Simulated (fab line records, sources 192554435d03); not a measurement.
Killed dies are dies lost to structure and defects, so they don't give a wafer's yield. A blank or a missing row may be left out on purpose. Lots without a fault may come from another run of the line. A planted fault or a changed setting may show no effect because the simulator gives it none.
Chamber matching | flow n5_finfet | N5_BEOL_M1_ALD_84 on ald_metal-04: 4 sister chambers
The step deposits TaN, pulse time 2 s, purge time 3 s, co reactant purge time 2 s. 8 wafers are shown with their chamber, then 11 later ones without.

WAFERS WITH THEIR CHAMBER
wafer  | chamber | heater_power_w (W) | heater_power_outer_w (W)
L082.2 | 0       | 403                | 242
L084.4 | 2       | 464                | 242
L086.2 | 1       | 560                | 297
L086.5 | 0       | 403                | 247
L087.2 | 2       | 473                | 234
L087.3 | 3       | 367                | 196
L087.4 | 1       | 560                | 293
L089.4 | 3       | 369                | 198

WAFERS WITHOUT THEIR CHAMBER
wafer  | heater_power_w (W) | heater_power_outer_w (W)
L089.5 | 555                | 299
L089.6 | 406                | 245
L092.1 | 374                | 202
L092.2 | 386                | 242
L092.3 | 560                | 294
L094.2 | 402                | 247
L094.4 | 568                | 300
L094.5 | 553                | 296
L096.2 | 565                | 299
L096.3 | 397                | 244
L096.4 | 379                | 189

WHICH CHAMBER EACH WENT THROUGH
wafer  | from the rows above | in truth
L089.5 | 1                   | 1
L089.6 | 0                   | 0
L092.1 | 3                   | 3
L092.2 | 0                   | 0
L092.3 | 1                   | 1
L094.2 | 0                   | 0
L094.4 | 1                   | 1
L094.5 | 1                   | 1
L096.2 | 1                   | 1
L096.3 | 0                   | 0
L096.4 | 3                   | 3
Placed correctly: 11 of 11. Can't be placed from these rows: 0. Placed wrongly: 0.
How it was worked out, from the rows above alone: a wafer's distance from a chamber is the root of the sum, over the readings, of the square of ((its reading less the chamber's mean) divided by the reading's scatter). The wafer belongs to the nearest chamber; if the next one is less than 2 further off, it can't be placed. A chamber's mean is the mean of its shown wafers. The scatter: the root of (the sum of the squares of (reading less its chamber's mean) over the shown wafers, divided by (wafers less chambers)).
